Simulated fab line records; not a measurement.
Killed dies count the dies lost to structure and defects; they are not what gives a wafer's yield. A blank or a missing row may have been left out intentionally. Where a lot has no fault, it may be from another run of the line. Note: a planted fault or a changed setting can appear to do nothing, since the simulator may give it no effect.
Which tool is to blame? / flow n5-finfet / Sampling: 9 lots, 27 wafers, 6 of 1938 route steps

WHAT EACH GAUGE READ, for each wafer
N5_ZERO_LAYER_CD_MEAS_11: the cd target is 2000 nm. Usual: 2001.0 nm for cd-nm, sd 2.1.
lot=L392; measured=day 2 00:38; on=cd-sem-03; cd-nm (nm)=1998.5 1996.3 1995.2; flag=
lot=L393; measured=day 2 06:46; on=cd-sem-03; cd-nm (nm)=2003.0 2003.9 2004.1; flag=
lot=L397; measured=day 3 06:46; on=cd-sem-02; cd-nm (nm)=1997.8 2000.4 2000.9; flag=
lot=L399; measured=day 3 18:38; on=cd-sem-03; cd-nm (nm)=2001.3 2000.4 2003.7; flag=
lot=L401; measured=day 4 06:38; on=cd-sem-03; cd-nm (nm)=2003.2 1999.0 2002.6; flag=
lot=L403; measured=day 4 18:46; on=cd-sem-02; cd-nm (nm)=1998.7 2000.1 2002.1; flag=
lot=L409; measured=day 6 06:46; on=cd-sem-01; cd-nm (nm)=2004.2 2001.9 2004.0; flag=
lot=L410; measured=day 6 12:38; on=cd-sem-01; cd-nm (nm)=1999.8 1998.5 1999.5; flag=
lot=L413; measured=day 7 06:46; on=cd-sem-03; cd-nm (nm)=1998.8 1999.6 1999.4; flag=

N5_WELL_APT_OVL_MEAS_09. Usual: for NWELL_OVL the level is -5 nm and the standard deviation is 5.2.
lot=L392; measured=day 2 01:59; on=overlay-02; NWELL_OVL (nm)=-6 -10 -11; flag=
lot=L393; measured=day 2 07:43; on=overlay-01; NWELL_OVL (nm)=-1 -4 0; flag=
lot=L397; measured=day 3 07:50; on=overlay-02; NWELL_OVL (nm)=-4 0 -1; flag=
lot=L399; measured=day 3 19:43; on=overlay-01; NWELL_OVL (nm)=-6 -1 -5; flag=
lot=L401; measured=day 4 07:43; on=overlay-02; NWELL_OVL (nm)=-10 -5 -8; flag=
lot=L403; measured=day 4 19:50; on=overlay-01; NWELL_OVL (nm)=-5 -11 -8; flag=
lot=L409; measured=day 6 07:55; on=overlay-02; NWELL_OVL (nm)=-4 -4 -2; flag=
lot=L410; measured=day 6 13:54; on=overlay-01; NWELL_OVL (nm)=-9 -13 -8; flag=
lot=L413; measured=day 7 07:50; on=overlay-01; NWELL_OVL (nm)=-7 -12 -7; flag=

N5_BEOL_M4_RC_MEAS_101. Usual: DIBL_N 36.2 mV/V, standard deviation 1.7; DIBL_P 36.2 mV/V, standard deviation 2.2; IOFF_N 0.16 nA/um, standard deviation 0.035; IOFF_P 0.21 nA/um, standard deviation 0.042; ION_N 673 uA/um, standard deviation 13; ION_P 462 uA/um, standard deviation 7.9; SS_N 71.4 mV/dec, standard deviation 0.59; SS_P 73.2 mV/dec, standard deviation 0.7; VT_N 250 mV, standard deviation 3.6; VT_P -251 mV, standard deviation 3.5.
lot=L392; measured=day 8 05:29; on=prober-01; DIBL_N (mV/V)=33.7 35.4 35.9; DIBL_P (mV/V)=35.2 37.1 37.6; IOFF_N (nA/um)=0.14 0.16 0.18; IOFF_P (nA/um)=0.21 0.23 0.23; ION_N (uA/um)=667 674 682; ION_P (uA/um)=469 473 473; SS_N (mV/dec)=70.5 71.1 71.9; SS_P (mV/dec)=72.9 73.2 74.0; VT_N (mV)=252 250 248; VT_P (mV)=-250 -248 -250; flag=
lot=L393; measured=day 8 07:13; on=prober-02; DIBL_N (mV/V)=36.6 39.1 39.0; DIBL_P (mV/V)=37.7 41.7 41.1; IOFF_N (nA/um)=0.20 0.27 0.27; IOFF_P (nA/um)=0.26 0.34 0.34; ION_N (uA/um)=688 713 696; ION_P (uA/um)=468 482 476; SS_N (mV/dec)=72.1 71.7 72.7; SS_P (mV/dec)=73.4 74.9 74.9; VT_N (mV)=243 240 240; VT_P (mV)=-246 -244 -243; flag=
lot=L397; measured=day 9 19:28; on=prober-02; DIBL_N (mV/V)=37.3 37.1 36.5; DIBL_P (mV/V)=37.1 38.6 36.5; IOFF_N (nA/um)=0.18 0.19 0.16; IOFF_P (nA/um)=0.24 0.27 0.22; ION_N (uA/um)=676 691 682; ION_P (uA/um)=468 477 463; SS_N (mV/dec)=71.6 71.7 71.3; SS_P (mV/dec)=72.4 73.7 72.6; VT_N (mV)=249 246 250; VT_P (mV)=-248 -247 -250; flag=
lot=L399; measured=day 10 17:28; on=prober-01; DIBL_N (mV/V)=38.1 37.1 38.6; DIBL_P (mV/V)=38.7 37.4 39.1; IOFF_N (nA/um)=0.19 0.17 0.19; IOFF_P (nA/um)=0.24 0.22 0.25; ION_N (uA/um)=695 678 681; ION_P (uA/um)=468 464 466; SS_N (mV/dec)=72.1 72.0 72.6; SS_P (mV/dec)=73.9 73.7 74.6; VT_N (mV)=248 250 245; VT_P (mV)=-246 -250 -246; flag=
lot=L401; measured=day 11 00:17; on=prober-01; DIBL_N (mV/V)=33.6 35.7 33.9; DIBL_P (mV/V)=32.4 35.6 32.6; IOFF_N (nA/um)=0.11 0.14 0.11; IOFF_P (nA/um)=0.16 0.21 0.17; ION_N (uA/um)=655 661 666; ION_P (uA/um)=450 459 455; SS_N (mV/dec)=70.5 70.5 70.8; SS_P (mV/dec)=71.7 73.2 73.0; VT_N (mV)=251 249 255; VT_P (mV)=-253 -251 -253; flag=
lot=L403; measured=day 11 07:58; on=prober-02; DIBL_N (mV/V)=36.2 35.7 37.3; DIBL_P (mV/V)=34.2 34.5 35.9; IOFF_N (nA/um)=0.14 0.13 0.15; IOFF_P (nA/um)=0.17 0.17 0.19; ION_N (uA/um)=679 680 674; ION_P (uA/um)=460 461 461; SS_N (mV/dec)=72.2 70.5 71.6; SS_P (mV/dec)=73.1 73.2 72.7; VT_N (mV)=252 254 253; VT_P (mV)=-255 -256 -251; flag=
lot=L409; measured=day 12 23:57; on=prober-01; DIBL_N (mV/V)=35.2 37.4 36.4; DIBL_P (mV/V)=34.0 36.2 34.2; IOFF_N (nA/um)=0.13 0.18 0.15; IOFF_P (nA/um)=0.18 0.22 0.19; ION_N (uA/um)=668 685 661; ION_P (uA/um)=460 467 455; SS_N (mV/dec)=71.4 71.3 70.8; SS_P (mV/dec)=72.7 72.8 73.1; VT_N (mV)=250 245 249; VT_P (mV)=-253 -251 -252; flag=
lot=L410; measured=day 12 20:08; on=prober-02; DIBL_N (mV/V)=36.3 35.5 34.4; DIBL_P (mV/V)=37.8 35.8 34.4; IOFF_N (nA/um)=0.16 0.14 0.12; IOFF_P (nA/um)=0.21 0.19 0.16; ION_N (uA/um)=675 671 667; ION_P (uA/um)=458 461 454; SS_N (mV/dec)=70.9 70.7 71.0; SS_P (mV/dec)=73.4 73.3 73.1; VT_N (mV)=251 252 253; VT_P (mV)=-251 -251 -254; flag=
lot=L413; measured=day 13 17:47; on=prober-01; DIBL_N (mV/V)=34.9 35.1 34.1; DIBL_P (mV/V)=36.8 35.5 35.1; IOFF_N (nA/um)=0.15 0.14 0.13; IOFF_P (nA/um)=0.17 0.16 0.16; ION_N (uA/um)=665 672 666; ION_P (uA/um)=450 451 454; SS_N (mV/dec)=70.6 71.4 71.0; SS_P (mV/dec)=73.9 73.2 73.1; VT_N (mV)=252 252 255; VT_P (mV)=-257 -259 -258; flag=

EACH LOT AND THE TOOL THAT RAN IT (in order: tool; ch and the chambers of the sampled wafers; start)
lot=L392; N5_ZERO_LAYER_ETCH_18=rie-si-02 ch 0,1,2, day 2 01:02; N5_ZERO_LAYER_STRIP_24=plasma-asher-02 ch 0,1, day 2 01:08; N5_WELL_APT_DESCUM_13=rie-diel-01 ch 1,2,3, day 2 02:02
lot=L393; N5_ZERO_LAYER_ETCH_18=rie-si-01 ch 1,2, day 2 06:55; N5_ZERO_LAYER_STRIP_24=plasma-asher-02 ch 0,1, day 2 07:01; N5_WELL_APT_DESCUM_13=rie-diel-04 ch 1,2, day 2 08:10
lot=L397; N5_ZERO_LAYER_ETCH_18=rie-si-02 ch 0,1,3, day 3 06:55; N5_ZERO_LAYER_STRIP_24=plasma-asher-01 ch 0,1, day 3 07:01; N5_WELL_APT_DESCUM_13=rie-diel-03 ch 0,1,2, day 3 08:11
lot=L399; N5_ZERO_LAYER_ETCH_18=rie-si-02 ch 0,1,3, day 3 18:47; N5_ZERO_LAYER_STRIP_24=plasma-asher-01 ch 0,1, day 3 18:53; N5_WELL_APT_DESCUM_13=rie-diel-01 ch 1,2,3, day 3 19:47
lot=L401; N5_ZERO_LAYER_ETCH_18=rie-si-01 ch 0,1,3, day 4 06:48; N5_ZERO_LAYER_STRIP_24=plasma-asher-01 ch 0,1, day 4 07:01; N5_WELL_APT_DESCUM_13=rie-diel-04 ch 0,1,2, day 4 07:48
lot=L403; N5_ZERO_LAYER_ETCH_18=rie-si-01 ch 1,2,3, day 4 18:55; N5_ZERO_LAYER_STRIP_24=plasma-asher-01 ch 1, day 4 19:01; N5_WELL_APT_DESCUM_13=rie-diel-03 ch 2,3, day 4 19:54
lot=L409; N5_ZERO_LAYER_ETCH_18=rie-si-03 ch 0,2,3, day 6 06:59; N5_ZERO_LAYER_STRIP_24=plasma-asher-02 ch 0,1, day 6 07:05; N5_WELL_APT_DESCUM_13=rie-diel-03 ch 1,2,3, day 6 07:58
lot=L410; N5_ZERO_LAYER_ETCH_18=rie-si-02 ch 0,3, day 6 13:06; N5_ZERO_LAYER_STRIP_24=plasma-asher-02 ch 0,1, day 6 13:12; N5_WELL_APT_DESCUM_13=rie-diel-01 ch 0,1,3, day 6 13:57
lot=L413; N5_ZERO_LAYER_ETCH_18=rie-si-02 ch 0,3, day 7 06:55; N5_ZERO_LAYER_STRIP_24=plasma-asher-02 ch 0,1, day 7 07:01; N5_WELL_APT_DESCUM_13=rie-diel-04 ch 1,2, day 7 07:54
- N5_ZERO_LAYER_ETCH_18: etches Si in HBr/Cl2, target depth 120 nm, time 40 s.
- N5_ZERO_LAYER_STRIP_24: strips in O2.
- N5_WELL_APT_DESCUM_13: chemistry O2, time 7.9 s.

AS READ BY THE TOOLS THEMSELVES (means over the sampled wafers that have a number; for cases with no such wafer, the mark the record gives instead)
N5_ZERO_LAYER_ETCH_18. Usual: drypump-motor-current-A 6.1 A, standard deviation 0.57; oes-product-au 1.007 a.u., standard deviation 0.0097; throttle-valve-pct 36.4 %, standard deviation 0.35.
lot=L392; tool=rie-si-02; drypump-motor-current-A (A)=6.6; oes-product-au (a.u.)=1.005; throttle-valve-pct (%)=36.5; flag=
lot=L393; tool=rie-si-01; drypump-motor-current-A (A)=5.7; oes-product-au (a.u.)=1.014; throttle-valve-pct (%)=36.1; flag=
lot=L397; tool=rie-si-02; drypump-motor-current-A (A)=6.4; oes-product-au (a.u.)=1.015; throttle-valve-pct (%)=36.7; flag=
lot=L399; tool=rie-si-02; drypump-motor-current-A (A)=6.4; oes-product-au (a.u.)=1.013; throttle-valve-pct (%)=36.7; flag=
lot=L401; tool=rie-si-01; drypump-motor-current-A (A)=6.2; oes-product-au (a.u.)=1.006; throttle-valve-pct (%)=36.3; flag=
lot=L403; tool=rie-si-01; drypump-motor-current-A (A)=5.8; oes-product-au (a.u.)=1.012; throttle-valve-pct (%)=36.2; flag=
lot=L409; tool=rie-si-03; drypump-motor-current-A (A)=5.4; oes-product-au (a.u.)=1.009; throttle-valve-pct (%)=36.2; flag=
lot=L410; tool=rie-si-02; drypump-motor-current-A (A)=6.1; oes-product-au (a.u.)=1.003; throttle-valve-pct (%)=36.5; flag=
lot=L413; tool=rie-si-02; drypump-motor-current-A (A)=6.2; oes-product-au (a.u.)=1.009; throttle-valve-pct (%)=36.8; flag=

N5_ZERO_LAYER_STRIP_24. Usual: drypump-motor-current-A 5.9 A, standard deviation 0.68; heater-power-w 348 W, standard deviation 21; oes-product-au 0.647 a.u., standard deviation 0.0047; strip-time-to-endpoint-s 43.84 s, standard deviation 0.077.
lot=L392; tool=plasma-asher-02; drypump-motor-current-A (A)=6.4; heater-power-w (W)=352; oes-product-au (a.u.)=0.653; strip-time-to-endpoint-s (s)=43.84; flag=
lot=L393; tool=plasma-asher-02; drypump-motor-current-A (A)=6.1; heater-power-w (W)=362; oes-product-au (a.u.)=0.651; strip-time-to-endpoint-s (s)=43.92; flag=
lot=L397; tool=plasma-asher-01; drypump-motor-current-A (A)=5.7; heater-power-w (W)=331; oes-product-au (a.u.)=0.650; strip-time-to-endpoint-s (s)=43.52; flag=OFF
lot=L399; tool=plasma-asher-01; drypump-motor-current-A (A)=5.7; heater-power-w (W)=336; oes-product-au (a.u.)=0.643; strip-time-to-endpoint-s (s)=43.54; flag=OFF
lot=L401; tool=plasma-asher-01; drypump-motor-current-A (A)=5.3; heater-power-w (W)=336; oes-product-au (a.u.)=0.651; strip-time-to-endpoint-s (s)=43.83; flag=
lot=L403; tool=plasma-asher-01; drypump-motor-current-A (A)=4.9; heater-power-w (W)=336; oes-product-au (a.u.)=0.645; strip-time-to-endpoint-s (s)=43.72; flag=
lot=L409; tool=plasma-asher-02; drypump-motor-current-A (A)=6.1; heater-power-w (W)=364; oes-product-au (a.u.)=0.650; strip-time-to-endpoint-s (s)=43.77; flag=
lot=L410; tool=plasma-asher-02; drypump-motor-current-A (A)=6.4; heater-power-w (W)=349; oes-product-au (a.u.)=0.650; strip-time-to-endpoint-s (s)=43.88; flag=
lot=L413; tool=plasma-asher-02; drypump-motor-current-A (A)=6.1; heater-power-w (W)=366; oes-product-au (a.u.)=0.646; strip-time-to-endpoint-s (s)=43.81; flag=

N5_WELL_APT_DESCUM_13. Usual: drypump-motor-current-A 5.6 A, standard deviation 0.43; oes-product-au 0.78 a.u., standard deviation 0.065; rf-vpp-V 243.8 V, standard deviation 1.2; showerhead-plenum-p-Torr 2.13 Torr, standard deviation 0.062; throttle-valve-pct 20.34 %, standard deviation 0.21.
lot=L392; tool=rie-diel-01; drypump-motor-current-A (A)=5.4; oes-product-au (a.u.)=0.72; rf-vpp-V (V)=242.2; showerhead-plenum-p-Torr (Torr)=2.06; throttle-valve-pct (%)=20.49; flag=
lot=L393; tool=rie-diel-04; drypump-motor-current-A (A)=6.1; oes-product-au (a.u.)=0.71; rf-vpp-V (V)=243.3; showerhead-plenum-p-Torr (Torr)=2.11; throttle-valve-pct (%)=20.49; flag=
lot=L397; tool=rie-diel-03; drypump-motor-current-A (A)=5.3; oes-product-au (a.u.)=0.82; rf-vpp-V (V)=243.9; showerhead-plenum-p-Torr (Torr)=2.14; throttle-valve-pct (%)=20.13; flag=
lot=L399; tool=rie-diel-01; drypump-motor-current-A (A)=5.3; oes-product-au (a.u.)=0.80; rf-vpp-V (V)=243.5; showerhead-plenum-p-Torr (Torr)=2.14; throttle-valve-pct (%)=20.35; flag=
lot=L401; tool=rie-diel-04; drypump-motor-current-A (A)=6.1; oes-product-au (a.u.)=0.80; rf-vpp-V (V)=244.4; showerhead-plenum-p-Torr (Torr)=2.11; throttle-valve-pct (%)=20.51; flag=
lot=L403; tool=rie-diel-03; drypump-motor-current-A (A)=5.4; oes-product-au (a.u.)=0.76; rf-vpp-V (V)=242.7; showerhead-plenum-p-Torr (Torr)=2.13; throttle-valve-pct (%)=20.29; flag=
lot=L409; tool=rie-diel-03; drypump-motor-current-A (A)=5.5; oes-product-au (a.u.)=0.74; rf-vpp-V (V)=243.5; showerhead-plenum-p-Torr (Torr)=2.12; throttle-valve-pct (%)=20.29; flag=
lot=L410; tool=rie-diel-01; drypump-motor-current-A (A)=5.7; oes-product-au (a.u.)=0.78; rf-vpp-V (V)=244.9; showerhead-plenum-p-Torr (Torr)=2.17; throttle-valve-pct (%)=20.32; flag=
lot=L413; tool=rie-diel-04; drypump-motor-current-A (A)=6.1; oes-product-au (a.u.)=0.75; rf-vpp-V (V)=244.2; showerhead-plenum-p-Torr (Torr)=2.10; throttle-valve-pct (%)=20.42; flag=

THE ANSWER, worked out from the rows above alone
Rule: take the mean of a lot's wafers that have a number; if it is more than 3 standard deviations from the usual mean, the lot is off. Also off: a lot with no number at a reading for which 4 or more lots have one. Any other lot the step has rows for is counted as sound. First the gauges in route order, then the tools' own readings, where a lot's mean is used as printed above. At the first step where some lot is off, the reading lying furthest off is the one used; lots without a number count as furthest.
Off, at N5_ZERO_LAYER_STRIP_24 on strip-time-to-endpoint-s: L397, L399.
A tool fits if, at that step or a process step before it, it ran every lot that is off, and no sound lot after the first of them. None of those tried fits.

WHAT HAD BEEN PUT IN BY THE SIMULATOR
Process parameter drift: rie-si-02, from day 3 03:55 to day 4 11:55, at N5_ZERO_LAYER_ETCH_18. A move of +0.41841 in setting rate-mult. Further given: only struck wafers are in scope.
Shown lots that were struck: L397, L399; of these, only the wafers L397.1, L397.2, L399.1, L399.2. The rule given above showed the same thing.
